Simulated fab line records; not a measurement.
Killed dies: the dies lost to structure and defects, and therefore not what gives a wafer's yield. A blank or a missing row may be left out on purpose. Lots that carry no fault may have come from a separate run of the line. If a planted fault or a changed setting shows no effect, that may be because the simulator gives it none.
The tool behind it: which one? | flow n5Finfet | 33 wafers from 11 lots sampled at 5 of the route's 1938 steps

WHAT EACH GAUGE READ, for each wafer
The record lacks any reading of a measuring or inspecting step that a usual standard deviation could be used to judge.

WHAT TOOL EACH LOT RAN ON (gives the tool, then ch and the chambers of the sampled wafers, and finally the start)
lot  | N5_BEOL_M0_ECD_118            | N5_MIM_TOP_ETCH_PECVD_03        | N5_MIM_BOT_ETCH_STRIP_01          | N5_PASSIVATION_STRIP_14           | N5_PASSIVATION_PROBE_49
L436 | ecdCu-01 ch 0,1, day 5 21:07  | pecvd-02 ch 0,1,2, day 11 02:29 | rieDiel-05 ch 0,1,3, day 11 03:32 | rieDiel-06 ch 2,3, day 11 05:43   | -
L437 | ecdCu-02 ch 0, day 6 05:50    | pecvd-04 ch 1,2, day 11 17:56   | rieDiel-03 ch 1,2,3, day 11 18:53 | rieDiel-01 ch 1,2, day 11 20:46   | prober-02, day 12 02:31
L439 | ecdCu-02 ch 0,1, day 6 18:55  | pecvd-02 ch 0,1,2, day 12 05:34 | rieDiel-03 ch 1,3, day 12 06:31   | rieDiel-06 ch 0,2,3, day 12 08:02 | prober-02, day 12 13:59
L443 | ecdCu-02 ch 0,1, day 7 20:10  | pecvd-01 ch 0,2, day 13 07:23   | rieDiel-04 ch 1,2, day 13 08:23   | rieDiel-06 ch 0,2,3, day 13 11:05 | -
L445 | ecdCu-02 ch 0,1, day 8 08:11  | pecvd-01 ch 0,1,2, day 14 11:54 | rieDiel-04 ch 0,1,3, day 14 12:58 | rieDiel-06 ch 0,1,3, day 14 15:45 | prober-01, day 14 22:52
L448 | ecdCu-02 ch 0,1, day 8 22:37  | pecvd-02 ch 0,1,2, day 14 17:10 | rieDiel-03 ch 0,1, day 14 18:19   | rieDiel-06 ch 0,1,3, day 14 21:01 | prober-02, day 15 03:25
L452 | ecdCu-01 ch 0,1, day 9 23:10  | pecvd-04 ch 0,2, day 15 13:32   | rieDiel-04 ch 1,2,3, day 15 14:35 | rieDiel-02 ch 0,1, day 15 16:07   | -
L454 | ecdCu-01 ch 0,1, day 10 10:22 | pecvd-04 ch 0,1,2, day 16 17:50 | rieDiel-03 ch 0,2,3, day 16 18:56 | rieDiel-06 ch 0,2,3, day 16 20:18 | prober-02, day 17 02:55
L455 | ecdCu-01 ch 0,1, day 10 16:39 | pecvd-01 ch 0,2, day 17 14:49   | rieDiel-04 ch 1,2, day 17 15:49   | rieDiel-01 ch 1,2, day 17 19:46   | -
L457 | ecdCu-02 ch 0,1, day 11 08:44 | pecvd-02 ch 1,2, day 17 02:42   | rieDiel-05 ch 0,2, day 17 03:35   | rieDiel-06 ch 0,2, day 17 05:23   | -
L459 | ecdCu-02 ch 0,1, day 11 14:35 | pecvd-02 ch 0,1,2, day 17 11:06 | rieDiel-03 ch 0,2, day 17 12:31   | rieDiel-06 ch 1,2, day 17 19:04   | -
- N5_BEOL_M0_ECD_118: material Cu, target thk 300 nm.
- N5_MIM_TOP_ETCH_PECVD_03: deposits SiNx from SiH4/NH3/N2, target thk 20 nm, time 17.6 s.
- N5_MIM_BOT_ETCH_STRIP_01: strips in O2.
- N5_PASSIVATION_STRIP_14: strips in O2.
- N5_PASSIVATION_PROBE_49

WHAT THE TOOLS THEMSELVES READ (means of the sampled wafers that have a number; where no wafer has one, the mark that the record gives instead)
N5_MIM_TOP_ETCH_PECVD_03. Usual: chamberPressureTorr 1.500 Torr, standard deviation 0.0033; heaterPowerW 707 W, standard deviation 53; rfFwdPowerW 296.9 W, standard deviation 1; showerheadPlenumPTorr 5.13 Torr, standard deviation 0.056; throttleValvePct 41.8 %, standard deviation 2.
lot  | tool     | chamberPressureTorr (Torr) | heaterPowerW (W) | rfFwdPowerW (W) | showerheadPlenumPTorr (Torr) | throttleValvePct (%) | flag
L436 | pecvd-02 | 1.501                      | 686              | 297.1           | 5.10                         | 42.6                 | 
L437 | pecvd-04 | 1.497                      | 766              | 296.9           | 5.14                         | 38.8                 | 
L439 | pecvd-02 | 1.500                      | 695              | 296.9           | 5.09                         | 42.7                 | 
L443 | pecvd-01 | 1.498                      | 719              | 296.9           | 5.18                         | 40.7                 | 
L445 | pecvd-01 | 1.500                      | 713              | 296.5           | 5.16                         | 41.7                 | 
L448 | pecvd-02 | 1.499                      | 702              | 297.1           | 5.10                         | 42.7                 | 
L452 | pecvd-04 | 1.499                      | 687              | 297.6           | 5.16                         | 39.2                 | 
L454 | pecvd-04 | 1.500                      | 762              | 296.4           | 5.15                         | 41.2                 | 
L455 | pecvd-01 | 1.502                      | 678              | 296.7           | 5.16                         | 41.2                 | 
L457 | pecvd-02 | 1.497                      | 713              | 297.7           | 5.15                         | 43.5                 | 
L459 | pecvd-02 | 1.499                      | 688              | 297.0           | 5.10                         | 42.9                 | 

N5_MIM_BOT_ETCH_STRIP_01. Usual: drypumpMotorCurrentA 5.8 A, standard deviation 0.33; oesProductAu 0.79 a.u., standard deviation 0.093; rfVppV 3.6 V, standard deviation 1.3; showerheadPlenumPTorr 2.11 Torr, standard deviation 0.07; throttleValvePct 16.67 %, standard deviation 0.25.
lot  | tool       | drypumpMotorCurrentA (A) | oesProductAu (a.u.) | rfVppV (V) | showerheadPlenumPTorr (Torr) | throttleValvePct (%) | flag
L436 | rieDiel-05 | 5.7                      | 0.77                | 3.1        | 2.14                         | 16.60                | 
L437 | rieDiel-03 | 5.6                      | 0.76                | 3.6        | 2.10                         | 16.63                | 
L439 | rieDiel-03 | 5.4                      | 0.73                | 4.5        | 2.02                         | 16.58                | 
L443 | rieDiel-04 | 6.2                      | 0.78                | 3.2        | 2.09                         | 16.95                | 
L445 | rieDiel-04 | 6.3                      | 0.86                | 4.1        | 2.12                         | 16.72                | 
L448 | rieDiel-03 | 5.6                      | 0.84                | 4.5        | 2.09                         | 16.56                | 
L452 | rieDiel-04 | 6.2                      | 0.76                | 4.2        | 2.09                         | 16.95                | 
L454 | rieDiel-03 | 5.6                      | 0.79                | 3.3        | 2.14                         | 16.75                | 
L455 | rieDiel-04 | 6.3                      | 0.79                | 3.0        | 2.10                         | 16.86                | 
L457 | rieDiel-05 | 5.6                      | 0.76                | 4.5        | 2.13                         | 16.62                | 
L459 | rieDiel-03 | 5.8                      | 0.81                | 3.6        | 2.18                         | 16.58                | 

N5_PASSIVATION_STRIP_14. Usual: drypumpMotorCurrentA 5.7 A, standard deviation 0.51; oesProductAu 0.81 a.u., standard deviation 0.084; rfVppV 3.7 V, standard deviation 0.97; showerheadPlenumPTorr 2.07 Torr, standard deviation 0.065; throttleValvePct 16.54 %, standard deviation 0.18.
lot  | tool       | drypumpMotorCurrentA (A) | oesProductAu (a.u.) | rfVppV (V) | showerheadPlenumPTorr (Torr) | throttleValvePct (%) | flag
L436 | rieDiel-06 | 5.8                      | 0.77                | 3.8        | 2.05                         | 16.47                | 
L437 | rieDiel-01 | 5.2                      | 0.77                | 2.8        | 2.03                         | 16.50                | 
L439 | rieDiel-06 | 5.8                      | 0.78                | 3.7        | 2.05                         | 16.50                | 
L443 | rieDiel-06 | 5.8                      | 0.79                | 3.1        | 2.05                         | 16.50                | 
L445 | rieDiel-06 | 6.1                      | 0.83                | 3.3        | 2.09                         | 16.54                | 
L448 | rieDiel-06 | 6.1                      | 0.83                | 3.8        | 2.09                         | 16.55                | 
L452 | rieDiel-02 | 6.0                      | 0.94                | 3.5        | 2.05                         | 16.44                | 
L454 | rieDiel-06 | 5.8                      | 0.85                | 4.3        | 2.05                         | 16.39                | 
L455 | rieDiel-01 | 5.2                      | 0.73                | 3.0        | 2.02                         | 16.56                | 
L457 | rieDiel-06 | 5.8                      | 0.86                | 3.5        | 2.05                         | 16.40                | 
L459 | rieDiel-06 | 6.3                      | 0.83                | 3.8        | 2.14                         | 16.52                | 

N5_PASSIVATION_PROBE_49. Usual: defectLimitedYield 91.3 %, standard deviation 1.4; killed_at_M0_to_M3 35, standard deviation 11; killed_at_M4_up 14, standard deviation 5.4; killedAtContacts 12, standard deviation 6.2; killedAtFrontEnd 38, standard deviation 11; killedAtOther 4.1, standard deviation 2.8; killedDies 103, standard deviation 17; killedOnRim 13, standard deviation 4; killedOpen 66, standard deviation 13; killedShort 34, standard deviation 8.2; sort_bin_5_function 5.1 %, standard deviation 0.89; sort_bin_6_memory 3.3 %, standard deviation 0.72; sort_bin_8_speed 0.00 %, standard deviation 0.0099; sortNPass 1077, standard deviation 17; sortYieldPct 91.3 %, standard deviation 1.4.
lot  | tool      | defectLimitedYield (%) | killed_at_M0_to_M3 | killed_at_M4_up | killedAtContacts | killedAtFrontEnd | killedAtOther | killedDies | killedOnRim | killedOpen | killedShort | sort_bin_5_function (%) | sort_bin_6_memory (%) | sort_bin_8_speed (%) | sortNPass | sortYieldPct (%) | flag
L437 | prober-02 | 89.8                   | 42                 | 21              | 13               | 41               | 2.7           | 120        | 17          | 82         | 34          | 5.9                     | 3.9                   | 0.00                 | 1060      | 89.8             | 
L439 | prober-02 | 91.1                   | 35                 | 17              | 14               | 35               | 3.7           | 105        | 15          | 72         | 30          | 5.2                     | 3.2                   | 0.00                 | 1075      | 91.1             | 
L445 | prober-01 | 79.2                   | 170                | 14              | 20               | 40               | 2.0           | 246        | 27          | 64         | 30          | 12.9                    | 7.1                   | 0.00                 | 934       | 79.2             | OFF
L448 | prober-02 | 78.0                   | 194                | 17              | 15               | 30               | 3.0           | 259        | 34          | 65         | 45          | 13.3                    | 7.7                   | 0.00                 | 921       | 78.0             | OFF
L454 | prober-02 | 91.8                   | 42                 | 11              | 2                | 33               | 9.0           | 97         | 13          | 65         | 29          | 4.9                     | 3.1                   | 0.00                 | 1083      | 91.8             | 

THE ANSWER, worked out from the rows above alone
Rule: a lot is off if the mean of its wafers that have a number lies more than 3 standard deviations from the usual mean. A lot without any number at a reading at which 4 lots or more have one is off too. The other lots that the step has rows for count as sound. After the gauges, taken in route order, come the tools' own readings; for these a lot's mean is taken, as printed above. At the first step where some lot is off, the reading lying furthest off is the one used; lots without a number count as furthest.
Off: L445, L448, at N5_PASSIVATION_PROBE_49 (killed_at_M0_to_M3). Neither off nor sound, because the step has no rows for them: L436, L443, L452, L455, L457, L459.
If a tool, at that step or one of the process steps before it, ran each lot that is off and ran no sound lot following the first of them, it fits. One candidate fits, namely ecdCu-02 at N5_BEOL_M0_ECD_118. Its last sound lot is L439 (day 6 18:55), its first lot that is off L445 (day 8 08:11): a fault that began between those two fits.

WHAT HAD BEEN PUT IN BY THE SIMULATOR
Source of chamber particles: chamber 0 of ecdCu-02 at N5_BEOL_M0_ECD_118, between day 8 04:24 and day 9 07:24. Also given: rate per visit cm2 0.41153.
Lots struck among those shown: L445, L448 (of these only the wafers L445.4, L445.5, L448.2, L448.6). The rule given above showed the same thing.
